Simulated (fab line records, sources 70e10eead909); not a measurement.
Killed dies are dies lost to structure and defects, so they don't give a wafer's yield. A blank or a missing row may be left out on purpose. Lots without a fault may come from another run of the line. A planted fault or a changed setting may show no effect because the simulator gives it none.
A struck lot beside a sound one | flow nand_harc | 10 steps out of a route of 1159
Sound: wafers L379.1, L379.3, L379.5. Struck: wafer L389.2. (L389.1, L389.6 of the same lot were not struck and are left out.) The cause comes at the end.
At each step with rows: each side's tool, then ch and its chambers, then its first start. Under that, the readings that differ: sound wafers | struck wafers | difference of the means | sigmas: that difference in standard deviations of wafers without a fault.
alike: readings whose means differ by less than 2 such deviations, and words and numbers that are the same on both sides. not compared: withheld readings, readings that some wafer has no value for, bounds like >300 that may hide the same value, and numbers for which the record gives no deviation and whose values overlap.
The two part at a step that has a row with sigmas, a row that says differs or no value, or rows on one side only. Numbers that don't overlap but have no deviation are shown without sigmas and don't part them. A reading that every wafer of one side lacks parts them only if that side has two wafers or more.

first, 1 step without rows for these wafers: NHARC_A_WL_FILL_CVD_23 (deposits poly-Si, target thk 40 nm, time 800 s).
NHARC_A_WL_FILL_ETCHBACK_26: etches the open film in HBr, target depth 52 nm, time 13.3 s.
  sound on rie_si-01 ch 0,2,3, day 17 09:24; struck on rie_si-01 ch 2, day 19 17:09
  alike: drypump_motor_current_A, oes_product_au, rf_fwd_power_W, throttle_valve_pct
  not compared: rf_hours_counter_h
then, 2 steps without rows for these wafers: NHARC_A_WL_FILL_PRECLEAN_30 (cleans in dHF, time 10 s); NHARC_A_WL_FILL_SRD_14.
NHARC_A_WL_FILL_ALD_19: deposits TiN, target thk 2 nm, pulse time 3 s, ald cycles 100.
  sound on ald_metal-03 ch 1,3, day 17 09:38; struck on ald_metal-03 ch 0, day 19 17:28
  reading                    | sound             | struck | difference | sigmas
  precursor_pulse_height_rel | 0.959 0.982 1.015 | 1.024  | +0.039     | +2
  alike: heater_power_w, susceptor_temp_C
NHARC_A_WL_FILL_CVD_20: deposits W, target thk 75 nm, time 5064 s.
  sound on cvd_w-02 ch 0,1; struck on cvd_w-01 ch 1
  alike: heater_power_w, throttle_valve_pct
  not compared: susceptor_temp_C
NHARC_A_WL_FILL_CMP_12: polishes, t overpolish 30 s, target thk 75 nm.
  sound on cmp-02 ch 2,3, day 17 16:49; struck on cmp-01 ch 0, day 19 22:35
  reading                 | sound             | struck | difference | sigmas
  edge_zone_pressure_frac | 1.000 0.999 1.006 | 0.990  | -0.012     | -2
  slurry_flow_ml_min      | 149.7 150.3 150.1 | 150.9  | +0.9       | +2
  alike: motor_current_A, overpolish_run_s, time_to_endpoint_s
then, 1 step without rows for these wafers: NHARC_A_WL_FILL_SRD_31.
NHARC_A_WL_FILL_INSPECT_15:
  sound on defect_inspect-02, day 17 17:16; struck on defect_inspect-02, day 19 23:03
  reading          | sound       | struck | difference | sigmas
  raw_defect_count | 229 299 311 | 629    | +349       | +3
NHARC_A_CONTACT_DEP_24: deposits SiO2, target thk 500 nm.
  sound on pecvd-01 ch 0,2, day 17 17:20; struck on pecvd-04 ch 1, day 19 23:08
  reading              | sound             | struck | difference | sigmas
  heater_power_w (W)   | 636 515 663       | 334    | -271       | -3
  rf_fwd_power_W (W)   | 900.9 896.2 903.9 | 1261.3 | +361.0     | +99 or more
  showerhead_vpp_V (V) | 1870 1942 1851    | 2268   | +380       | +7
  alike: susceptor_temp_C, throttle_valve_pct

WHERE THEY PART
First at NHARC_A_WL_FILL_ALD_19; last, within this record, at NHARC_A_CONTACT_DEP_24.

WHY: what the simulator had put in
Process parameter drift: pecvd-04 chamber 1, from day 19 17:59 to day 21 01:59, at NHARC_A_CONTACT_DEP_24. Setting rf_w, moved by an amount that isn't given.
